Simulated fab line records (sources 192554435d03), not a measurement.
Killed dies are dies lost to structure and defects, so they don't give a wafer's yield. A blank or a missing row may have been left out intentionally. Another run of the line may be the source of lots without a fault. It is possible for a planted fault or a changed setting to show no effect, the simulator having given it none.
Matching of chambers / flow n5Finfet / N5_BEOL_M11_ALD_74 on aldMetal-01: 4 sister chambers
The step deposits TaN, target thk 2 nm, pulse time 2 s, purge time 3 s. 22 wafers are shown with their chamber, then 11 later ones without.

## WAFERS, EACH WITH ITS CHAMBER
wafer=L074.3; chamber=1; heaterPowerW (W)=400
wafer=L074.5; chamber=3; heaterPowerW (W)=425
wafer=L074.6; chamber=0; heaterPowerW (W)=420
wafer=L076.1; chamber=1; heaterPowerW (W)=411
wafer=L076.4; chamber=3; heaterPowerW (W)=414
wafer=L076.5; chamber=3; heaterPowerW (W)=419
wafer=L080.1; chamber=1; heaterPowerW (W)=418
wafer=L080.3; chamber=0; heaterPowerW (W)=411
wafer=L080.6; chamber=3; heaterPowerW (W)=427
wafer=L081.1; chamber=0; heaterPowerW (W)=422
wafer=L081.2; chamber=3; heaterPowerW (W)=414
wafer=L081.5; chamber=1; heaterPowerW (W)=399
wafer=L083.2; chamber=2; heaterPowerW (W)=516
wafer=L083.4; chamber=1; heaterPowerW (W)=409
wafer=L083.6; chamber=1; heaterPowerW (W)=414
wafer=L082.3; chamber=2; heaterPowerW (W)=516
wafer=L082.4; chamber=1; heaterPowerW (W)=413
wafer=L082.6; chamber=2; heaterPowerW (W)=519
wafer=L085.1; chamber=0; heaterPowerW (W)=407
wafer=L085.2; chamber=2; heaterPowerW (W)=506
wafer=L085.5; chamber=2; heaterPowerW (W)=517
wafer=L087.1; chamber=0; heaterPowerW (W)=413

SIGNATURES (means of the wafers above)
reading=heaterPowerW; chamber 0=414.60; chamber 1=409.14; chamber 2=514.80; chamber 3=419.80; scatter within a chamber=6.3
Rule: for each reading, subtract the chamber's mean from the wafer's reading, divide by that reading's scatter and square the result; add these up over the readings and take the root, which gives the wafer's distance from the chamber. The wafer belongs to the nearest chamber; if the next one is less than 2 further off, it can't be placed. How the scatter is found: for the shown wafers, subtract from each reading the mean of its chamber, square and add these, divide the total by (wafers less chambers), then take the root.

## WAFERS MISSING THEIR CHAMBER
wafer=L087.4; heaterPowerW (W)=423
wafer=L087.5; heaterPowerW (W)=416
wafer=L094.2; heaterPowerW (W)=519
wafer=L094.4; heaterPowerW (W)=420
wafer=L094.5; heaterPowerW (W)=428
wafer=L092.1; heaterPowerW (W)=430
wafer=L092.3; heaterPowerW (W)=419
wafer=L092.4; heaterPowerW (W)=514
wafer=L095.3; heaterPowerW (W)=416
wafer=L095.5; heaterPowerW (W)=520
wafer=L095.6; heaterPowerW (W)=427

## WHICH CHAMBER EACH ONE RAN IN
wafer=L087.4; from the rows above=can't be placed: 3 or 0 or 1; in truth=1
wafer=L087.5; from the rows above=can't be placed: 0 or 3 or 1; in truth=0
wafer=L094.2; from the rows above=2; in truth=2
wafer=L094.4; from the rows above=can't be placed: 3 or 0 or 1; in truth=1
wafer=L094.5; from the rows above=can't be placed: 3 or 0 or 1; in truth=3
wafer=L092.1; from the rows above=can't be placed: 3 or 0 or 1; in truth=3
wafer=L092.3; from the rows above=can't be placed: 3 or 0 or 1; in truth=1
wafer=L092.4; from the rows above=2; in truth=2
wafer=L095.3; from the rows above=can't be placed: 0 or 3 or 1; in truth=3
wafer=L095.5; from the rows above=2; in truth=2
wafer=L095.6; from the rows above=can't be placed: 3 or 0 or 1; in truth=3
Correct placement for 3 of the 11. Not placeable from these rows: 8 (in 8, the candidates include the true chamber). Wrongly placed: 0.
